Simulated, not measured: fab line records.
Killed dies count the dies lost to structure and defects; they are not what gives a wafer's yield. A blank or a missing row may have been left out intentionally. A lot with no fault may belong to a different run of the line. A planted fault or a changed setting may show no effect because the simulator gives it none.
fab line records    flow nand_harc
[record] lots = 6  wafers = 18  last_day = 34
route steps=1302 shown A_ZERO_WELL@393 A_SOURCE_PLATE@413 A_ONON_D1@424 END@1302
lots untouched by any fault: they come from a run of this same line in which no faults occurred
start_h: start of the lot's first displayed wafer, in hours after the record's first day    wait_h: hours from the lot's prior step to this one    " as in the row above    L1.1+2: a row that stands for several wafers    - value missing, or start not given    * or withheld: withheld    < > ~ a bound
route shown NAME@n: NAME is a module with steps in the file, n the number in the route of the first one    usual: mean/standard deviation of fault-free wafers    same: alike in all rows    chamber/n: place in a boat    sites: readings site by site    _std_site: standard deviation of those values    _edge_site: inner sites' mean taken away from outer sites' mean    radius_mm: for every site, how far away it sits from the centre of the wafer    mask NAME#n: copy n    behind: the last tool/chamber to shape the wafer    hold: why the lot went on hold/how many hours it stayed there/how the hold came to an end    device: the n, p or np transistor that did not switch    end of line: tests run on the same wafers once the route is complete    a step with no rows: only its recipe    killed: count of dies lost to structure and defects at first sort (not the wafer's yield)    map: shows each die of a wafer: x if killed, . if not, _ if none is there
set.NAME: the setting as run; set.NAME@STEP: as run at that earlier step    model.NAME: the simulator's own value behind a step, which no gauge read
a table for each step, a row for each wafer; lots at some steps of the route
services: from which hour (start_h, from the record's first day; less than 0 if before it) a tool's chamber was out of use, for how many hours, and why
[[steps]]
[step NHARC_A_ZERO_WELL_HMDS_03]
[recipe] time_s = 30
[step NHARC_A_ZERO_WELL_COAT_18]
[recipe] temp_c = 200  time_s = 65
[step NHARC_A_ZERO_WELL_COAT_04]
[recipe] spin_rpm = 2000  resist_thk_nm = 600
[step NHARC_A_ZERO_WELL_SOFTBAKE_05]
[recipe] temp_c = 125  time_s = 70
[step NHARC_A_ZERO_WELL_EBR_06]
[step NHARC_A_ZERO_WELL_EXPOSE_07]
[recipe] na = 0.55  dose_mj = 33.85  mask_id = A_ZERO
[step NHARC_A_ZERO_WELL_PEB_08]
[recipe] peb_temp_c = 128  peb_time_s = 80
[step NHARC_A_ZERO_WELL_DEVELOP_09]
[recipe] time_s = 50  dev_temp_c = 22
[step NHARC_A_ZERO_WELL_CD_MEAS_10]
[recipe] target_cd_nm = 2000  landing_energy_ev = 500
[usual] cd_nm = 2000.2/1.7
lot.wafer  tool       chamber  start_h  wait_h  cd_nm
L173.1     cd_sem-03  0        139.71   -       2000.4
L173.3     "          0        "        "       2001.7
L173.4     "          0        "        "       2001.5
L182.1     cd_sem-02  0        230.33   -       1999.4
L182.3     "          0        "        "       2001.9
L182.4     "          0        "        "       2002.4
L191.1     cd_sem-01  0        318.69   -       2002.7
L191.2     "          0        "        "       1997.8
L191.5     "          0        "        "       2001.0
L193.2     cd_sem-03  0        346.88   -       1998.8
L193.5     "          0        "        "       1999.4
L193.6     "          0        "        "       1998.2
L194.2     cd_sem-03  0        348.61   -       2000.0
L194.3     "          0        "        "       2000.1
L194.6     "          0        "        "       2002.5
L195.1     cd_sem-03  0        363.01   -       1998.6
L195.4     "          0        "        "       1999.7
L195.6     "          0        "        "       2003.6
[step NHARC_A_ZERO_WELL_HARDBAKE_11]
[recipe] temp_c = 118  time_s = 65
[step NHARC_A_ZERO_WELL_DESCUM_12]
[recipe] time_s = 3  o2_flow_sccm = 200  ar_flow_sccm = 0  bias_power_w = 0  chemistry = O2
[usual] drypump_motor_current_A = 5.9/0.49  oes_product_au = 0.997/0.01  rf_vpp_V = 57.9/0.97  showerhead_plenum_p_Torr = 1.92/0.089  throttle_valve_pct = 11.311/0.0087
lot.wafer  tool         chamber  start_h  wait_h  drypump_motor_current_A  oes_product_au  rf_hours_counter_h  rf_vpp_V  showerhead_plenum_p_Torr  throttle_valve_pct
L173.3     rie_diel-06  1        139.87   -       5.1                      0.985           0                   59.0      1.94                      11.306
L173.1     "            2        "        "       6.1                      0.992           0                   59.6      2.06                      11.300
L173.4     "            2        "        "       6.1                      0.992           -                   59.0      2.06                      11.317
L182.1     rie_diel-06  3        230.49   -       6.4                      1.001           3                   59.0      1.96                      11.321
L182.3     "            0        "        "       5.6                      0.983           3                   57.7      1.80                      11.316
L182.4     "            1        "        "       5.2                      0.992           3                   57.0      1.94                      11.319
L191.1     rie_diel-06  3        318.86   -       6.4                      0.988           0                   58.5      1.95                      11.315
L191.2     "            0        "        "       5.6                      0.988           0                   57.2      1.80                      11.314
L191.5     "            2        "        "       6.2                      0.977           -                   58.6      2.06                      11.303
L193.2     rie_diel-06  2        347.03   -       6.1                      1.003           0                   58.7      2.06                      11.315
L193.5     "            2        "        "       6.1                      1.007           -                   57.5      2.06                      11.307
L193.6     "            3        "        "       6.4                      1.014           -                   58.0      1.95                      11.298
L194.2     rie_diel-06  1        348.77   -       5.2                      1.009           1                   57.9      1.94                      11.305
L194.3     "            3        "        "       6.4                      1.015           0                   58.5      1.95                      11.302
L194.6     "            0        "        "       5.6                      0.990           -                   56.2      1.80                      11.310
L195.1     rie_diel-06  1        363.17   -       5.1                      0.991           1                   59.0      1.94                      11.313
L195.4     "            2        "        "       6.1                      0.994           1                   57.7      2.06                      11.311
L195.6     "            1        "        "       5.1                      0.997           -                   58.5      1.94                      11.323
[step NHARC_A_ZERO_WELL_ETCH_19]
[recipe] target_depth_a = 800  overetch_a = 240  time_s = 87.88  ion_energy_ev = 200  n2_flow_sccm = 150  h2_flow_sccm = 150  ar_flow_sccm = 0  rf_w = 400  bias_w = 150  chemistry = N2/H2
[usual] drypump_motor_current_A = 5.9/0.5  n2_flow_sccm = 150.0/0.49  oes_product_au = 0.996/0.01  rf_vpp_V = 430.6/2.6  showerhead_plenum_p_Torr = 2.04/0.096  throttle_valve_pct = 14.172/0.0086
lot.wafer  tool         chamber  start_h  wait_h  drypump_motor_current_A  n2_flow_sccm  oes_product_au  rf_hours_counter_h  rf_vpp_V  showerhead_plenum_p_Torr  throttle_valve_pct
L173.1     rie_diel-06  3        139.97   0.1     6.4                      150.4         0.990           0                   431.3     2.09                      14.173
L173.3     "            1        "        "       5.2                      150.4         0.995           0                   433.2     2.07                      14.164
L173.4     "            2        "        "       6.2                      150.5         1.006           -                   434.4     2.20                      14.164
L182.1     rie_diel-06  3        230.58   0.1     6.5                      148.8         1.003           3                   432.2     2.09                      14.177
L182.4     "            1        "        "       5.2                      150.5         0.992           3                   432.2     2.07                      14.185
L182.3     "            2        "        "       6.2                      149.6         0.989           3                   435.1     2.20                      14.162
L191.2     rie_diel-06  1        318.94   0.1     5.1                      149.3         0.996           0                   431.6     2.07                      14.177
L191.1     "            3        "        "       6.5                      150.3         1.004           0                   431.4     2.08                      14.174
L191.5     "            1        "        "       5.1                      149.5         0.999           -                   430.4     2.07                      14.176
L193.2     rie_diel-06  3        347.12   0.1     6.5                      149.4         1.014           0                   432.5     2.08                      14.171
L193.6     "            3        "        "       6.5                      150.2         1.003           -                   431.6     2.08                      14.155
L193.5     "            0        "        "       5.6                      150.2         0.990           -                   428.5     1.92                      14.159
L194.2     rie_diel-06  3        348.85   0.1     6.5                      149.4         1.011           1                   430.8     2.08                      14.171
L194.3     "            2        "        "       6.1                      149.9         0.996           0                   434.5     2.20                      14.185
L194.6     "            3        "        "       6.4                      149.7         1.005           -                   431.9     2.08                      14.183
L195.1     rie_diel-06  1        363.26   0.1     5.1                      150.0         1.005           1                   432.5     2.07                      14.164
L195.4     "            2        "        "       6.1                      150.3         1.005           1                   434.3     2.20                      14.173
L195.6     "            1        "        "       5.1                      149.8         1.005           -                   430.9     2.07                      14.161
[step NHARC_A_ZERO_WELL_ETCH_13]
[recipe] target_depth_a = 1200  time_s = 40.1  hbr_flow_sccm = 150  cl2_flow_sccm = 50  rf_w = 400  icp_w = 400  bias_w = 100  chemistry = HBr/Cl2
[usual] drypump_motor_current_A = 5.8/0.5  mfc_cl2_sccm = 50.00/0.16  oes_product_au = 0.996/0.0092  throttle_valve_pct = 26.405/0.0096
lot.wafer  tool       chamber  start_h  wait_h  drypump_motor_current_A  mfc_cl2_sccm  oes_product_au  rf_hours_counter_h  throttle_valve_pct
L173.1     rie_si-05  0        140.10   -       5.8                      49.85         0.992           0.0                 26.404
L173.3     "          2        "        "       6.0                      49.93         0.994           0.0                 26.399
L173.4     "          3        "        "       5.2                      50.12         0.996           0.0                 26.403
L182.3     rie_si-01  1        230.69   -       5.5                      50.24         0.998           0.1                 26.403
L182.1     "          2        "        "       6.0                      50.06         1.007           0.1                 26.401
L182.4     "          0        "        "       6.4                      50.16         0.990           0.1                 26.398
L191.2     rie_si-01  3        319.05   -       6.3                      49.82         0.995           0.7                 26.407
L191.1     "          2        "        "       6.0                      49.91         1.011           0.8                 26.428
L191.5     "          0        "        "       6.4                      49.90         0.999           -                   26.403
L193.2     rie_si-01  1        347.23   -       5.5                      49.70         0.993           0.9                 26.385
L193.5     "          1        "        "       5.5                      49.83         0.990           -                   26.405
L193.6     "          2        "        "       6.0                      50.12         0.999           -                   26.412
L194.2     rie_si-06  0        348.99   -       6.3                      50.09         1.000           0.6                 26.409
L194.3     "          1        "        "       6.4                      50.26         0.992           0.6                 26.412
L194.6     "          0        "        "       6.3                      50.03         0.994           -                   26.405
L195.4     rie_si-05  3        363.42   -       5.2                      49.85         1.011           0.3                 26.405
L195.1     "          0        "        "       5.7                      50.03         0.989           0.3                 26.407
L195.6     "          1        "        "       6.0                      49.92         0.989           -                   26.393
[step NHARC_A_ZERO_WELL_STRIP_14]
[recipe] time_s = 900  temp_c = 130  chemistry = SPM
[step NHARC_A_ZERO_WELL_IMPLANT_15]
[recipe] energy_kev = 150  dose_cm2 = 1e+13  tilt_deg = 7
[step NHARC_A_ZERO_WELL_PRECLEAN_22]
[recipe] time_s = 60  temp_c = 50  bath_age_min = 0  chemistry = SC1
[step NHARC_A_ZERO_WELL_SRD_23]
[step NHARC_A_ZERO_WELL_RTA_16]
[recipe] temp_c = 1000  time_s = 10
[usual] lamp_power_pct = 31.8/0.98  lamp_zone_4_pct = 31.8/0.98  lamp_zone_6_pct = 31.7/0.98  wafer_temp_C_max = 1004.2/0.95
lot.wafer  tool           chamber  start_h  wait_h  lamp_power_pct  lamp_zone_4_pct  lamp_zone_6_pct  wafer_temp_C_max
L173.1     rtp_anneal-01  0        141.00   -       32.6            32.5             32.5             1005.0
L173.3     "              0        "        "       32.5            32.6             32.5             1004.6
L173.4     "              0        "        "       32.5            32.5             32.4             1004.9
L182.1     rtp_anneal-02  0        231.60   -       30.5            30.5             30.5             1004.3
L182.3     "              0        "        "       30.5            30.5             30.5             1003.5
L182.4     "              0        "        "       30.5            30.6             30.4             1003.6
L191.1     rtp_anneal-02  0        319.95   -       30.5            30.5             30.4             1003.8
L191.2     "              0        "        "       30.6            30.5             30.5             1003.9
L191.5     "              0        "        "       30.5            30.5             30.4             1004.6
L193.2     rtp_anneal-01  0        348.18   -       32.5            32.6             32.5             1004.2
L193.5     "              0        "        "       32.5            32.6             32.5             1005.4
L193.6     "              0        "        "       32.5            32.6             32.5             1005.6
L194.2     rtp_anneal-01  0        349.94   -       32.5            32.6             32.5             1005.9
L194.3     "              0        "        "       32.5            32.5             32.4             1002.9
L194.6     "              0        "        "       32.6            32.5             32.5             1004.8
L195.1     rtp_anneal-01  0        364.31   -       32.5            32.5             32.5             1004.8
L195.4     "              0        "        "       32.6            32.5             32.5             1004.2
L195.6     "              0        "        "       32.5            32.6             32.5             1004.8
[step NHARC_A_ZERO_WELL_INSPECT_17]
[usual] raw_defect_count = 13/7.2
lot.wafer  tool               chamber  start_h  wait_h  raw_defect_count
L173.1     defect_inspect-02  -        141.22   0.2     24
L173.3     "                  -        "        "       13
L173.4     "                  -        "        "       14
L182.1     defect_inspect-02  -        231.80   0.2     16
L182.3     "                  -        "        "       4
L182.4     "                  -        "        "       7
L191.1     defect_inspect-02  -        320.15   0.2     307
L191.2     "                  -        "        "       307
L191.5     "                  -        "        "       318
L193.2     defect_inspect-01  -        348.35   0.1     357
L193.5     "                  -        "        "       311
L193.6     "                  -        "        "       292
L194.2     defect_inspect-02  -        350.11   0.1     6
L194.3     "                  -        "        "       4
L194.6     "                  -        "        "       6
L195.1     defect_inspect-02  -        364.51   0.2     22
L195.4     "                  -        "        "       16
L195.6     "                  -        "        "       11
[step NHARC_A_SOURCE_PLATE_PRECLEAN_00]
[recipe] time_s = 60  chemistry = HF-LAST
[step NHARC_A_SOURCE_PLATE_SRD_01]
[step NHARC_A_SOURCE_PLATE_OXIDE_02]
[recipe] target_thk_a = 100  temp_c = 900  ox_time_s = 1362  material = SiO2
[step NHARC_A_SOURCE_PLATE_THK_MEAS_09]
[recipe] thk_meas_gauge = ellipsometry
[usual] thk_nm = 9.8/1.1
lot.wafer  tool           chamber  start_h  wait_h  thk_nm
L173.1     film_metro-01  -        149.60   0.4     9.0
L173.3     "              -        "        "       9.6
L173.4     "              -        "        "       7.4
L182.1     film_metro-02  -        239.80   0.4     11.9
L182.3     "              -        "        "       7.8
L182.4     "              -        "        "       9.5
L191.1     film_metro-02  -        333.05   0.4     10.2
L191.2     "              -        "        "       11.2
L191.5     "              -        "        "       10.2
L193.2     film_metro-02  -        355.64   0.4     7.0
L193.5     "              -        "        "       10.0
L193.6     "              -        "        "       10.0
L194.2     film_metro-01  -        355.66   0.4     10.2
L194.3     "              -        "        "       8.7
L194.6     "              -        "        "       10.9
L195.1     film_metro-02  -        371.72   0.4     8.9
L195.4     "              -        "        "       8.8
L195.6     "              -        "        "       9.9
[step NHARC_A_SOURCE_PLATE_PVD_04]
[recipe] target_thk_a = 500  material = WSi2
[step NHARC_A_SOURCE_PLATE_CVD_03]
[recipe] target_thk_a = 2000  temp_c = 620  pressure_mtorr = 200  time_s = 4000  material = poly-Si
[step NHARC_A_SOURCE_PLATE_ANNEAL_05]
[recipe] temp_c = 850  time_s = 1800
[step NHARC_A_SOURCE_PLATE_THK_MEAS_06]
[recipe] thk_meas_gauge = ellipsometry
[usual] thk_nm = 199.7/1.7
lot.wafer  tool           chamber  start_h  wait_h  thk_nm
L173.1     film_metro-01  -        162.12   0.4     201.7
L173.3     "              -        "        "       201.2
L173.4     "              -        "        "       201.6
L182.1     film_metro-02  -        252.51   0.4     198.7
L182.3     "              -        "        "       198.5
L182.4     "              -        "        "       201.0
L191.1     film_metro-02  -        349.42   0.4     198.1
L191.2     "              -        "        "       198.3
L191.5     "              -        "        "       199.8
L193.2     film_metro-02  -        368.24   0.4     198.8
L193.5     "              -        "        "       199.6
L193.6     "              -        "        "       199.2
L194.2     film_metro-01  -        368.24   0.4     201.9
L194.3     "              -        "        "       201.2
L194.6     "              -        "        "       201.4
L195.1     film_metro-01  -        384.74   0.4     201.1
L195.4     "              -        "        "       198.5
L195.6     "              -        "        "       200.7
[step NHARC_A_SOURCE_PLATE_INSPECT_08]
[usual] raw_defect_count = 55/23
lot.wafer  tool               chamber  start_h  wait_h  raw_defect_count
L173.1     defect_inspect-02  -        162.18   0.0     41
L173.3     "                  -        "        "       40
L173.4     "                  -        "        "       45
L182.1     defect_inspect-02  -        252.60   0.0     40
L182.3     "                  -        "        "       56
L182.4     "                  -        "        "       44
L191.1     defect_inspect-02  -        349.49   0.0     330
L191.2     "                  -        "        "       347
L191.5     "                  -        "        "       370
L193.2     defect_inspect-01  -        368.30   0.0     404
L193.5     "                  -        "        "       355
L193.6     "                  -        "        "       307
L194.2     defect_inspect-02  -        368.30   0.0     32
L194.3     "                  -        "        "       33
L194.6     "                  -        "        "       28
L195.1     defect_inspect-02  -        384.80   0.0     66
L195.4     "                  -        "        "       23
L195.6     "                  -        "        "       48
[step NHARC_A_ONON_D1_DEP_00]
[recipe] target_thk_a = 10000  n2_flow_sccm = 2750  n2o_flow_sccm = 2000  nh3_flow_sccm = 500  sih4_flow_sccm = 210  temp_c = 400
[step NHARC_END_SORT_01]
[recipe] temp_c = 25
[usual] killed_at_array = 53/18  killed_at_other = 0.8/1.1  killed_at_periphery = 4.1/2.7  killed_dies = 58/18  killed_open = 3.1/1.7  killed_short = 2.7/1.7
[same] gross_dies = 677
lot.wafer  tool       chamber  start_h  wait_h  killed_at_array  killed_at_other  killed_at_periphery  killed_dies  killed_open  killed_short
L191.1     prober-01  0        762.33   2.5     91               2                2                    95           1            0
L191.2     prober-01  0        763.14   2.8     95               1                8                    104          3            2
L191.5     prober-01  0        765.55   3.7     93               3                1                    97           5            3
L193.2     prober-01  0        771.59   2.8     86               0                6                    92           4            1
L193.5     prober-01  0        774.00   3.7     99               1                2                    102          4            5
L193.6     prober-01  0        774.81   4.0     114              0                2                    116          5            3
// killed by level:class
L191.1 A_ZERO_WELL:unspecified=64 A_CHANNEL_HOLE_D1:chamber_film_flake=12 A_SLIT:chamber_film_flake=6 A_ZERO_WELL:chamber_film_flake=4 A_CONTACT:chamber_film_flake=3 P_M1:chamber_film_flake=2 STARTING-WAFER:geometric_particle:open=1 A_CHANNEL_FILL_D1:chamber_film_flake=1
L191.2 A_ZERO_WELL:unspecified=70 A_CHANNEL_HOLE_D1:chamber_film_flake=8 A_SLIT:chamber_film_flake=8 P_GATE:chamber_film_flake=2 P_M1:chamber_film_flake=2 A_ZERO_WELL:chamber_film_flake=2 A_STAIRCASE:chamber_film_flake=2 A_CONTACT:chamber_film_flake=2
L191.5 A_ZERO_WELL:unspecified=60 A_CHANNEL_HOLE_D1:chamber_film_flake=10 A_SLIT:chamber_film_flake=7 A_CONTACT:chamber_film_flake=3 THIN_TSV:chamber_film_flake=3 A_ONON_D1:geometric_particle:short=2 A_CHANNEL_FILL_D2:chamber_film_flake=2 A_STAIRCASE:chamber_film_flake=2
L193.2 A_ZERO_WELL:unspecified=33 A_CHANNEL_HOLE_D2:chamber_film_flake=22 A_CHANNEL_HOLE_D1:chamber_film_flake=9 A_SLIT:chamber_film_flake=9 A_CONTACT:chamber_film_flake=6 P_ZERO_WELL:chamber_film_flake=2 P_M2:chamber_film_flake=2 A_WL_FILL:chamber_film_flake=2
L193.5 A_ZERO_WELL:unspecified=34 A_CHANNEL_HOLE_D2:chamber_film_flake=32 A_CHANNEL_HOLE_D1:chamber_film_flake=14 A_CONTACT:chamber_film_flake=4 A_SLIT:chamber_film_flake=4 A_STAIRCASE:chamber_film_flake=3 A_ONON_D1:geometric_particle:short=2 A_CHANNEL_FILL_D1:geometric_particle:short=2
L193.6 A_ZERO_WELL:unspecified=57 A_CHANNEL_HOLE_D2:chamber_film_flake=20 A_CHANNEL_HOLE_D1:chamber_film_flake=20 A_SLIT:chamber_film_flake=5 A_CONTACT:chamber_film_flake=4 A_CHANNEL_FILL_D1:geometric_particle:short=2 P_STI:geometric_particle:open=1 P_GATE:geometric_particle:short=1
[[services]]
tool         chamber  start_h  hours  kind
rie_si-05    -        128.05   9.0    pm
rie_diel-06  -        130.28   9.0    pm
rie_diel-06  0        130.28   14.5   vent_cycle
rie_diel-06  1        130.28   9.0    vent_cycle
rie_diel-06  2        130.28   9.0    vent_cycle
rie_diel-06  3        130.28   9.0    vent_cycle
rie_diel-06  1        139.28   -      clean
rie_diel-06  2        139.28   -      clean
rie_diel-06  0        188.73   4.0    repair
rie_si-01    -        193.00   9.0    pm
rie_si-05    2        203.99   12.7   repair
rie_si-06    0        239.58   6.5    repair
rie_si-05    1        245.79   29.3   repair
rie_si-06    -        249.00   9.0    pm
rie_diel-06  0        250.88   7.1    repair
rie_diel-06  1        252.90   32.3   repair
rie_si-05    3        255.71   17.0   repair
rie_si-05    -        291.03   12.9   repair
rie_diel-06  3        303.54   1.3    repair
rie_si-05    -        305.05   9.0    pm
rie_diel-06  -        307.28   9.0    pm
rie_si-06    1        333.64   7.8    repair
rie_si-06    2        341.75   1.6    repair
rie_si-06    3        348.92   4.2    repair
[[key]]
[first_sign] step = NHARC_A_ZERO_WELL_INSPECT_17  reading = raw_defect_count  direction = up  sigmas = 42  usual = 13  struck = 315
[effect] step = NHARC_A_SOURCE_PLATE_INSPECT_08  reading = raw_defect_count  direction = up  sigmas = 13  usual = 55  struck = 352
[effect] step = NHARC_END_SORT_01  reading = killed_dies  direction = up  sigmas = 2.4  usual = 58  struck = 101  wafers_moved = 4
[more_kills_born_at] NHARC_A_ZERO_WELL_ETCH_13@rie_si-01 = 318
met_at NHARC_A_ZERO_WELL_ETCH_13
struck_wafers L191.1,L191.2,L191.5,L193.2,L193.5,L193.6
tester_left_out L191,L193
onset_between 230.69 319.05
[fault] kind = chamber_particle_source  tool = rie_si-01  chamber = -  onset_h = 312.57  steps = NHARC_A_ZERO_WELL_ETCH_13  rate_per_visit_cm2 = 0.46273  end_h = 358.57
// tester_left_out: of these lots the tester's yield and bins aren't shown, on N5 and GAA mostly nor the transistor test; their killed dies are dies lost to structure and defects alone, not to doping, threshold or leakage, so they don't give the yield
